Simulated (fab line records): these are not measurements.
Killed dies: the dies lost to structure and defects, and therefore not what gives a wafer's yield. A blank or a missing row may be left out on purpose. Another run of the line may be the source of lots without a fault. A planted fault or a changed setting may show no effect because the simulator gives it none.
fab line records -- flow nandHarc
[record] lots = 12, wafers = 36, lastDay = 28
route steps=1159 shown A_CONTACT@902 END@1159
lots that met no fault: from a run of the same line without faults
startH: hours from the record's first day to the start of the lot's first wafer shown -- waitH: hours from the lot's prior step to this one -- " as in the row above -- L1.1+2: a single row standing in for several wafers -- - either no value or no given start -- * or withheld: withheld -- < > ~ a bound
route shown NAME@n: NAME is a module with steps in the file, n the number in the route of the first one -- usual: the fault-free wafers' mean and standard deviation -- same: alike in all rows -- chamber/n: place in a boat -- sites: per-site readings -- _std_site: standard deviation across them -- _edge_site: mean of outer sites minus mean of inner sites -- radiusMm: for every site, how far away it sits from the centre of the wafer -- mask NAME#n: copy n -- behind: the tool/chamber that last shaped the wafer -- hold: the reason the lot was held/the length of the hold in hours/how it ended -- device: the transistor (n, p or np) that didn't switch -- end of line: the same wafers' tests at the end of the route -- a step with no rows: only its recipe -- killed: the dies lost at the first sort to structure and to defects; this is not the yield of the wafer -- map: the dies of a wafer, with x for killed, . for not killed, _ for no die there
set.NAME: the setting as run; set.NAME@STEP: as run at that earlier step -- model.NAME: the simulator's own value behind a step, which no gauge read
route steps across a sampled set of lots; one table per step, one row per wafer
services: from which hour (startH, from the record's first day; less than 0 if before it) a tool's chamber was out of use, for how many hours, and why
[[steps]]
[step NHARC_A_CONTACT_ETCH_77]
[recipe] targetDepthA = 726, timeS = 36.3, cf4FlowSccm = 100, chf3FlowSccm = 30, arFlowSccm = 0, rfW = 500, biasW = 200, chemistry = CF4/CHF3
[usual] chamberPressureMTorr = 25.001/0.024, drypumpMotorCurrentA = 5.8/0.57, oesProductAu = 0.928/0.016, rfVppV = 370.6/2.2, showerheadPlenumPTorr = 1.57/0.062, throttleValvePct = 16.803/0.0085
lot.wafer,tool,chamber,startH,waitH,chamberPressureMTorr,drypumpMotorCurrentA,oesProductAu,rfHoursCounterH,rfVppV,showerheadPlenumPTorr,throttleValvePct
L381.1,rieDiel-05,2,-,-,25.009,6.5,0.919,50,372.0,1.62,16.804
L381.5,rieDiel-05,1,-,-,25.001,6.1,0.915,-,369.5,1.53,16.813
L381.6,rieDiel-05,2,-,-,25.007,6.4,0.917,-,372.4,1.62,16.803
L382.1,rieDiel-06,1,-,-,24.965,5.0,0.912,11,373.1,1.67,16.808
L382.2,rieDiel-06,2,-,-,24.993,5.3,0.935,10,368.3,1.48,16.797
L382.5,rieDiel-06,2,-,-,25.028,5.3,0.937,-,367.6,1.48,16.799
L389.2,rieDiel-06,3,-,-,25.011,5.9,0.913,13,373.1,1.64,16.796
L389.1,rieDiel-06,0,-,-,24.992,6.7,0.910,13,369.3,1.60,16.809
L389.5,rieDiel-06,3,-,-,24.936,5.9,0.913,-,371.9,1.64,16.797
L387.4,rieDiel-05,1,-,-,25.021,6.1,0.932,53,368.0,1.53,16.807
L387.6,rieDiel-05,2,-,-,25.019,6.4,0.924,-,370.7,1.62,16.804
L387.5,rieDiel-05,3,-,-,24.982,5.5,0.916,-,368.5,1.50,16.804
L388.3,rieDiel-04,3,-,-,24.993,5.1,0.967,3,373.2,1.67,16.797
L388.2,rieDiel-04,1,-,-,24.989,5.4,0.940,4,371.3,1.58,16.818
L388.6,rieDiel-04,3,-,-,25.011,5.1,0.976,-,373.1,1.67,16.803
L390.2,rieDiel-06,0,-,-,25.015,6.7,0.964,16,371.6,1.60,16.799
L390.3,rieDiel-06,2,-,-,25.031,5.3,0.962,16,368.1,1.48,16.797
L390.5,rieDiel-06,0,-,-,24.979,6.7,0.958,-,372.0,1.60,16.806
L392.2,rieDiel-06,3,-,-,25.004,5.9,0.912,20,372.4,1.64,16.819
L392.1,rieDiel-06,1,-,-,25.013,5.0,0.906,20,374.6,1.67,16.804
L392.6,rieDiel-06,2,-,-,25.007,5.3,0.918,-,367.9,1.48,16.803
L396.2,rieDiel-06,1,-,-,24.994,5.0,0.921,21,372.0,1.67,16.802
L396.4,rieDiel-06,2,-,-,25.015,5.3,0.916,20,367.5,1.48,16.809
L396.5,rieDiel-06,0,-,-,24.991,6.7,0.911,-,371.9,1.60,16.806
L399.2,rieDiel-04,3,-,-,24.986,5.1,0.931,21,373.2,1.66,16.790
L399.1,rieDiel-04,0,-,-,24.992,6.4,0.926,20,367.3,1.49,16.795
L399.6,rieDiel-04,1,-,-,25.050,5.4,0.926,-,370.0,1.58,16.809
L401.1,rieDiel-05,2,-,-,24.995,6.4,0.930,4,371.0,1.61,16.802
L401.3,rieDiel-05,1,-,-,24.989,6.1,0.948,4,369.3,1.52,16.798
L401.6,rieDiel-05,3,-,-,25.010,5.5,0.929,-,369.3,1.49,16.796
L393.1,rieDiel-05,2,-,-,24.987,6.4,0.952,8,372.1,1.61,16.814
L393.3,rieDiel-05,0,-,-,24.973,5.3,0.963,9,370.8,1.56,16.795
L393.5,rieDiel-05,3,-,-,24.995,5.5,0.956,-,368.1,1.49,16.800
L404.1,rieDiel-05,3,-,-,25.001,5.5,0.929,15,369.2,1.49,16.803
L404.2,rieDiel-05,0,-,-,25.012,5.2,0.928,16,369.9,1.56,16.811
L404.6,rieDiel-05,1,-,-,24.999,6.1,0.914,-,368.7,1.52,16.803
[step NHARC_A_CONTACT_ETCH_78]
[recipe] targetDepthA = 28000, overEtchFrac = 0.3, timeS = 728, ionEnergyEv = 150, o2FlowSccm = 400, cosFlowSccm = 20, arFlowSccm = 0, rfW = 500, biasW = 300, chemistry = O2/COS
[usual] chamberPressureMTorr = 19.999/0.018, drypumpMotorCurrentA = 5.8/0.56, oesProductAu = 0.997/0.0081, rfVppV = 314.2/2, showerheadPlenumPTorr = 3.12/0.13, throttleValvePct = 28.330/0.0081
lot.wafer,tool,chamber,startH,waitH,chamberPressureMTorr,drypumpMotorCurrentA,oesProductAu,rfHoursCounterH,rfVppV,showerheadPlenumPTorr,throttleValvePct
L381.1,rieDiel-05,3,464.70,-,19.998,5.5,0.999,49,313.3,2.97,28.330
L381.5,rieDiel-05,2,464.70,-,19.998,6.4,0.997,-,314.1,3.21,28.324
L381.6,rieDiel-05,3,464.70,-,19.994,5.5,0.995,-,311.3,2.97,28.316
L382.2,rieDiel-06,3,469.18,-,19.982,5.9,0.998,10,316.8,3.25,28.331
L382.1,rieDiel-06,0,469.18,-,19.982,6.7,1.002,11,314.9,3.18,28.332
L382.5,rieDiel-06,3,469.18,-,19.973,5.9,0.998,-,318.1,3.25,28.321
L389.2,rieDiel-06,3,475.17,-,19.992,5.9,0.989,13,315.7,3.25,28.336
L389.1,rieDiel-06,0,475.17,-,20.002,6.7,0.999,13,314.2,3.18,28.331
L389.5,rieDiel-06,3,475.17,-,20.018,5.9,1.001,-,317.3,3.25,28.327
L387.4,rieDiel-05,0,475.90,-,19.990,5.3,0.998,62,315.0,3.10,28.338
L387.5,rieDiel-05,3,475.90,-,20.003,5.5,0.997,-,311.6,2.97,28.333
L387.6,rieDiel-05,0,475.90,-,19.961,5.3,0.990,-,312.7,3.10,28.336
L388.3,rieDiel-04,2,485.96,-,19.989,6.5,1.015,4,314.9,3.13,28.325
L388.2,rieDiel-04,0,485.96,-,20.026,6.4,0.999,3,312.0,2.97,28.339
L388.6,rieDiel-04,3,485.96,-,20.005,5.1,0.996,-,317.3,3.31,28.321
L390.3,rieDiel-06,1,492.61,-,19.967,5.0,1.006,16,318.1,3.31,28.332
L390.2,rieDiel-06,2,492.61,-,19.996,5.3,1.011,16,312.2,2.94,28.327
L390.5,rieDiel-06,0,492.61,-,20.021,6.8,0.989,-,314.0,3.17,28.344
L392.2,rieDiel-06,2,517.41,-,19.994,5.3,0.998,20,311.2,2.94,28.318
L392.1,rieDiel-06,0,517.41,-,19.983,6.7,0.837,21,316.2,3.17,28.331
L392.6,rieDiel-06,2,517.41,-,20.018,5.3,1.002,-,309.7,2.94,28.331
L396.4,rieDiel-06,3,520.28,-,20.024,5.9,0.983,21,315.2,3.25,28.311
L396.2,rieDiel-06,0,520.28,-,19.999,6.7,0.839,21,313.4,3.17,28.333
L396.5,rieDiel-06,3,520.28,-,20.001,5.9,0.993,-,314.8,3.25,28.326
L399.2,rieDiel-04,2,531.49,-,19.985,6.4,0.994,23,313.8,3.12,28.330
L399.1,rieDiel-04,0,531.49,-,19.989,6.4,0.997,21,311.6,2.97,28.329
L399.6,rieDiel-04,3,531.49,-,20.024,5.1,1.008,-,316.5,3.30,28.327
L401.3,rieDiel-05,3,536.43,-,19.999,5.5,0.987,4,312.5,2.96,28.328
L401.1,rieDiel-05,1,536.43,-,20.004,6.1,0.976,4,313.2,3.03,28.340
L401.6,rieDiel-05,0,536.43,-,19.991,5.3,0.981,-,312.2,3.09,28.336
L393.3,rieDiel-05,3,548.64,-,20.021,5.5,0.995,9,312.8,2.96,28.342
L393.1,rieDiel-05,1,548.64,-,19.984,6.1,0.978,8,311.9,3.02,28.339
L393.5,rieDiel-05,3,548.64,-,19.981,5.5,0.992,-,311.5,2.96,28.322
L404.2,rieDiel-05,1,559.60,-,19.990,6.1,0.990,14,313.5,3.02,28.336
L404.1,rieDiel-05,3,559.60,-,20.014,5.5,0.983,15,311.0,2.96,28.316
L404.6,rieDiel-05,2,559.60,-,19.991,6.4,1.004,-,314.5,3.19,28.322
[step NHARC_A_CONTACT_ETCH_128]
[recipe] sourceW = withheld, pressureMtorr = 20, biasV = 1200, timeS = 155, targetDepthA = 9560, arFlowSccm = withheld, c4f8FlowSccm = withheld, o2FlowSccm = withheld, chemistry = C4F8/O2/Ar
[usual] chamberPressureMTorr = 20.001/0.017
lot.wafer,tool,chamber,startH,waitH,chamberPressureMTorr,rfHoursCounterH
L381.1,harCapEtch-03,1,465.84,0.1,20.019,85
L381.6,harCapEtch-03,0,465.84,0.1,20.002,-
L381.5,harCapEtch-03,1,465.84,0.1,19.975,-
L382.1,harCapEtch-03,1,470.28,0.1,19.989,87
L382.2,harCapEtch-03,0,470.28,0.1,20.011,87
L382.5,harCapEtch-03,1,470.28,0.1,20.006,-
L389.1,harCapEtch-02,1,476.32,0.1,20.030,19
L389.2,harCapEtch-02,0,476.32,0.1,20.016,19
L389.5,harCapEtch-02,1,476.32,0.1,19.998,-
L387.4,harCapEtch-01,0,477.27,0.2,20.001,-
L387.6,harCapEtch-01,0,477.27,0.2,19.976,-
L387.5,harCapEtch-01,1,477.27,0.2,20.016,-
L388.2,harCapEtch-01,1,487.13,0.1,20.000,66
L388.3,harCapEtch-01,0,487.13,0.1,19.978,-
L388.6,harCapEtch-01,0,487.13,0.1,20.016,-
L390.2,harCapEtch-03,1,494.24,0.2,20.015,93
L390.3,harCapEtch-03,1,494.24,0.2,19.990,-
L390.5,harCapEtch-03,1,494.24,0.2,20.014,-
L392.2,harCapEtch-03,0,518.56,0.1,20.026,96
L392.1,harCapEtch-03,1,518.56,0.1,20.048,96
L392.6,harCapEtch-03,1,518.56,0.1,19.965,-
L396.2,harCapEtch-03,0,521.41,0.1,19.992,97
L396.4,harCapEtch-03,0,521.41,0.1,19.982,-
L396.5,harCapEtch-03,0,521.41,0.1,20.004,-
L399.2,harCapEtch-01,1,532.64,0.1,19.999,77
L399.1,harCapEtch-01,0,532.64,0.1,19.992,77
L399.6,harCapEtch-01,0,532.64,0.1,19.999,-
L401.1,harCapEtch-01,1,537.59,0.1,20.027,78
L401.3,harCapEtch-01,1,537.59,0.1,19.995,-
L401.6,harCapEtch-01,1,537.59,0.1,20.020,-
L393.1,harCapEtch-01,0,549.79,0.1,20.006,81
L393.3,harCapEtch-01,1,549.79,0.1,20.005,-
L393.5,harCapEtch-01,0,549.79,0.1,20.005,-
L404.2,harCapEtch-01,0,560.76,0.1,19.992,85
L404.1,harCapEtch-01,1,560.76,0.1,19.991,85
L404.6,harCapEtch-01,0,560.76,0.1,20.001,-
[step NHARC_A_CONTACT_ETCH_132]
[recipe] sourceW = withheld, pressureMtorr = 20, biasV = 1200, timeS = 156, targetDepthA = 9580, arFlowSccm = withheld, c4f8FlowSccm = withheld, o2FlowSccm = withheld, chemistry = C4F8/O2/Ar
[usual] chamberPressureMTorr = 20.000/0.019
lot.wafer,tool,chamber,startH,waitH,chamberPressureMTorr,rfHoursCounterH
L381.1,harCapEtch-03,1,466.40,0.1,20.021,85
L381.6,harCapEtch-03,0,466.40,0.1,20.019,-
L381.5,harCapEtch-03,1,466.40,0.1,20.002,-
L382.1,harCapEtch-03,1,470.85,0.1,19.985,87
L382.2,harCapEtch-03,0,470.85,0.1,20.003,87
L382.5,harCapEtch-03,1,470.85,0.1,20.001,-
L389.1,harCapEtch-02,1,476.88,0.1,20.014,20
L389.2,harCapEtch-02,0,476.88,0.1,19.998,20
L389.5,harCapEtch-02,1,476.88,0.1,19.960,-
L387.4,harCapEtch-01,0,478.03,0.2,19.983,-
L387.6,harCapEtch-01,0,478.03,0.2,19.994,-
L387.5,harCapEtch-01,1,478.03,0.2,19.991,-
L388.2,harCapEtch-01,1,487.70,0.1,20.000,66
L388.3,harCapEtch-01,0,487.70,0.1,19.975,-
L388.6,harCapEtch-01,0,487.70,0.1,20.049,-
L390.2,harCapEtch-03,1,495.25,0.2,20.030,93
L390.3,harCapEtch-03,1,495.25,0.2,20.019,-
L390.5,harCapEtch-03,1,495.25,0.2,20.000,-
L392.2,harCapEtch-03,0,519.12,0.1,20.029,96
L392.1,harCapEtch-03,1,519.12,0.1,20.042,96
L392.6,harCapEtch-03,1,519.12,0.1,20.018,-
L396.2,harCapEtch-03,0,521.98,0.1,20.007,98
L396.4,harCapEtch-03,0,521.98,0.1,19.962,-
L396.5,harCapEtch-03,0,521.98,0.1,19.945,-
L399.2,harCapEtch-01,1,533.21,0.1,20.008,77
L399.1,harCapEtch-01,0,533.21,0.1,19.994,77
L399.6,harCapEtch-01,0,533.21,0.1,20.012,-
L401.1,harCapEtch-01,1,538.15,0.1,19.977,79
L401.3,harCapEtch-01,1,538.15,0.1,20.014,-
L401.6,harCapEtch-01,1,538.15,0.1,20.005,-
L393.1,harCapEtch-01,0,550.36,0.1,20.009,81
L393.3,harCapEtch-01,1,550.36,0.1,20.005,-
L393.5,harCapEtch-01,0,550.36,0.1,20.014,-
L404.2,harCapEtch-01,0,561.33,0.1,19.978,85
L404.1,harCapEtch-01,1,561.33,0.1,19.976,85
L404.6,harCapEtch-01,0,561.33,0.1,19.990,-
[step NHARC_END_SORT_01]
[recipe] tempC = 25
[usual] killedAtArray = 29/11, killedAtOther = 0.5/0.85, killedAtPeriphery = 3.0/2.3, killedDies = 33/12, killedOpen = 3.3/1.9, killedShort = 2.0/1.5
[same] grossDies = 677
lot.wafer,tool,chamber,startH,waitH,killedAtArray,killedAtOther,killedAtPeriphery,killedDies,killedOpen,killedShort
L392.1,prober-02,0,623.10,2.5,572,0,2,574,2,3
L392.2,prober-02,0,623.91,2.8,22,0,0,22,1,2
L392.6,prober-02,0,627.15,4.0,25,0,2,27,3,2
L396.2,prober-01,0,627.32,2.8,556,0,3,559,6,0
L396.4,prober-01,0,628.94,3.4,43,0,6,49,3,3
L396.5,prober-01,0,629.75,3.8,26,0,3,29,3,2
L393.1,prober-02,0,654.24,2.5,42,0,4,46,7,4
L393.3,prober-02,0,655.84,3.1,47,0,3,50,10,0
L393.5,prober-02,0,657.44,3.7,49,0,2,51,2,1
// killed by level:class
L392.1 A_CONTACT:areaEtch=556 A_STAIRCASE:chamberFilmFlake=5 A_CONTACT:chamberFilmFlake=5 A_CHANNEL_HOLE_D1:chamberFilmFlake=2 P_GATE:geometricParticle:short=1 A_ONON_D1:geometricParticle:open=1 A_CHANNEL_HOLE_D1:geometricParticle:short=1 A_CHANNEL_FILL_D1:geometricParticle:open=1
L392.2 A_STAIRCASE:chamberFilmFlake=10 A_CHANNEL_HOLE_D1:chamberFilmFlake=4 A_CONTACT:chamberFilmFlake=4 A_CHANNEL_HOLE_D1:geometricParticle:short=1 A_SGD_CUT:geometricParticle:short=1 A_CONTACT:geometricParticle:open=1 A_ZERO_WELL:chamberFilmFlake=1
L392.6 A_STAIRCASE:chamberFilmFlake=9 A_CONTACT:chamberFilmFlake=5 P_CONTACT:geometricParticle:open=2 A_SGD_CUT:geometricParticle:short=2 A_CHANNEL_HOLE_D1:chamberFilmFlake=2 A_SLIT:chamberFilmFlake=2 A_ONON_D1:geometricParticle:open=1 A_WL_FILL:chamberFilmFlake=1
L396.2 A_CONTACT:areaEtch=517 A_CHANNEL_HOLE_D1:chamberFilmFlake=20 A_CONTACT:chamberFilmFlake=10 A_CONTACT:geometricParticle:open=4 P_GATE:chamberFilmFlake=2 A_STAIRCASE:chamberFilmFlake=2 A_ONON_D1:geometricParticle:open=1 A_M0:geometricParticle:open=1
L396.4 A_CHANNEL_HOLE_D1:chamberFilmFlake=24 A_STAIRCASE:chamberFilmFlake=6 A_CONTACT:chamberFilmFlake=6 P_CONTACT:chamberFilmFlake=2 A_CHANNEL_FILL_D1:chamberFilmFlake=2 P_CONTACT:geometricParticle:short=1 P_M0:geometricParticle:short=1 A_ONON_D1:geometricParticle:open=1
L396.5 A_CHANNEL_HOLE_D1:chamberFilmFlake=16 A_CONTACT:chamberFilmFlake=4 P_ZERO_WELL:chamberFilmFlake=2 A_SOURCE_PLATE:geometricParticle:short=1 A_WL_FILL:geometricParticle:short=1 A_BLC:geometricParticle:open=1 A_M0:geometricParticle:open=1 A_M1:geometricParticle:open=1
L393.1 A_SLIT:chamberFilmFlake=18 A_CHANNEL_HOLE_D1:chamberFilmFlake=13 A_CONTACT:chamberFilmFlake=2 P_CONTACT:geometricParticle:open=1 P_M0:geometricParticle:open=1 P_M1:geometricParticle:open=1 P_M1:geometricParticle:short=1 A_ONON_D1:geometricParticle:open=1
L393.3 A_SLIT:chamberFilmFlake=19 A_CHANNEL_HOLE_D1:chamberFilmFlake=14 A_CONTACT:geometricParticle:open=4 A_CONTACT:chamberFilmFlake=4 A_ONON_D1:geometricParticle:open=3 P_M0:geometricParticle:open=1 A_CHANNEL_FILL_D1:geometricParticle:open=1 A_WL_FILL:geometricParticle:open=1
L393.5 A_SLIT:chamberFilmFlake=24 A_CHANNEL_HOLE_D1:chamberFilmFlake=21 A_STAIRCASE:chamberFilmFlake=2 P_CONTACT:geometricParticle:open=1 A_SGD_CUT:geometricParticle:short=1 A_CONTACT:geometricParticle:open=1 P_GATE:chamberFilmFlake=1
[[services]]
tool,chamber,startH,hours,kind
rieDiel-05,0,448.38,-,clean
rieDiel-05,1,448.38,-,clean
rieDiel-05,2,448.38,-,clean
rieDiel-05,3,448.38,-,clean
rieDiel-05,3,449.53,12.9,repair
rieDiel-06,0,452.19,-,clean
rieDiel-06,1,452.19,-,clean
rieDiel-06,2,452.19,-,clean
rieDiel-06,3,452.19,-,clean
rieDiel-04,3,461.57,8.7,repair
rieDiel-04,-,466.00,9.0,pm
harCapEtch-01,-,467.90,0.2,repair
rieDiel-05,0,472.89,-,clean
rieDiel-05,1,472.89,-,clean
rieDiel-05,2,472.89,-,clean
rieDiel-05,3,472.89,-,clean
rieDiel-06,0,476.71,-,clean
rieDiel-06,1,476.71,-,clean
rieDiel-06,2,476.71,-,clean
rieDiel-06,3,476.71,-,clean
rieDiel-05,1,481.75,4.3,repair
rieDiel-05,0,497.41,-,clean
rieDiel-05,-,518.18,9.0,pm
harCapEtch-03,-,545.00,17.0,pm
[[key]]
[firstSign] step = NHARC_A_CONTACT_ETCH_78, reading = oesProductAu, direction = down, sigmas = 20, usual = 0.997, struck = 0.838
[effect] step = NHARC_END_SORT_01, reading = killedAtArray, direction = up, sigmas = 49, usual = 29, struck = 564
[moreKillsBornAt] NHARC_A_CONTACT_ETCH_78@rieDiel-06 = 1073
metAt NHARC_A_CONTACT_ETCH_78
struckLots L392,L396
struckWafers L392.1,L396.2
laterRowsLeftOut L392.1,L396.2
testerLeftOut L392,L396
notActingAt NHARC_A_CONTACT_ETCH_77,NHARC_A_CONTACT_ETCH_128,NHARC_A_CONTACT_ETCH_132
onsetBetween 492.61 517.41
[fault] kind = processParameterDrift, tool = rieDiel-06, chamber = 0, onsetH = 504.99, steps = NHARC_A_CONTACT_ETCH_78, channel = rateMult, offset = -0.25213, shape = step, endH = 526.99
// testerLeftOut: of these lots the tester's yield and bins aren't shown, on N5 and GAA mostly nor the transistor test; their killed dies are dies lost to structure and defects alone, not to doping, threshold or leakage, so they don't give the yield
// laterRowsLeftOut: the simulator's readings of these wafers behind a module that went badly wrong aren't trusted and aren't shown, but for the sort
